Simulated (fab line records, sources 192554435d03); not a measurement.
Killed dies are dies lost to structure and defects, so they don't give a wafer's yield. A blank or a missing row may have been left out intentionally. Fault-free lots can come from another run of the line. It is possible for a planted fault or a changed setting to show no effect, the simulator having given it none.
Matching of chambers + flow n5Finfet + rieDiel-06 running N5_SD_EPI_N_ETCH_35: 4 sister chambers
The step etches SOC in N2/H2, overetch 108 nm, time 486 s. 8 wafers are shown with their chamber, then 9 later ones without.

## WAFERS, EACH WITH ITS CHAMBER
| wafer  | chamber | showerheadPlenumPTorr (Torr) | throttleValvePct (%) |
|--------|---------|------------------------------|----------------------|
| L078.1 | 3       | 2.71                         | 23.8                 |
| L081.2 | 3       | 2.71                         | 23.8                 |
| L082.2 | 0       | 2.69                         | 23.2                 |
| L082.4 | 1       | 2.58                         | 23.8                 |
| L082.6 | 2       | 2.44                         | 23.8                 |
| L087.2 | 0       | 2.69                         | 23.3                 |
| L087.3 | 2       | 2.43                         | 23.8                 |
| L087.4 | 1       | 2.58                         | 23.8                 |

## WAFERS WITH NO CHAMBER GIVEN
| wafer  | showerheadPlenumPTorr (Torr) | throttleValvePct (%) |
|--------|------------------------------|----------------------|
| L094.2 | 2.70                         | 23.9                 |
| L094.4 | 2.43                         | 23.8                 |
| L094.5 | 2.43                         | 23.9                 |
| L096.2 | 2.57                         | 23.8                 |
| L096.3 | 2.68                         | 23.3                 |
| L096.4 | 2.69                         | 23.9                 |
| L097.1 | 2.69                         | 23.9                 |
| L097.3 | 2.43                         | 23.8                 |
| L097.6 | 2.68                         | 23.3                 |

## THE CHAMBER EACH PASSED THROUGH
| wafer  | from the rows above | in truth |
|--------|---------------------|----------|
| L094.2 | 3                   | 3        |
| L094.4 | 2                   | 2        |
| L094.5 | 2                   | 2        |
| L096.2 | 1                   | 1        |
| L096.3 | 0                   | 0        |
| L096.4 | 3                   | 3        |
| L097.1 | 3                   | 3        |
| L097.3 | 2                   | 2        |
| L097.6 | 0                   | 0        |
Placed correctly: 9 of 9. Not placeable from these rows: 0. Placed wrongly: 0.
How it was worked out, from the rows above alone: a wafer's distance from a chamber is the root of the sum, over the readings, of the square of ((its reading less the chamber's mean) divided by the reading's scatter). If the next closest chamber is less than 2 further off than the closest, the wafer can't be placed; otherwise it belongs to the closest. For every chamber, the mean is computed from those of its wafers that are shown. How the scatter is found: for the shown wafers, subtract from each reading the mean of its chamber, square and add these, divide the total by (wafers less chambers), then take the root.
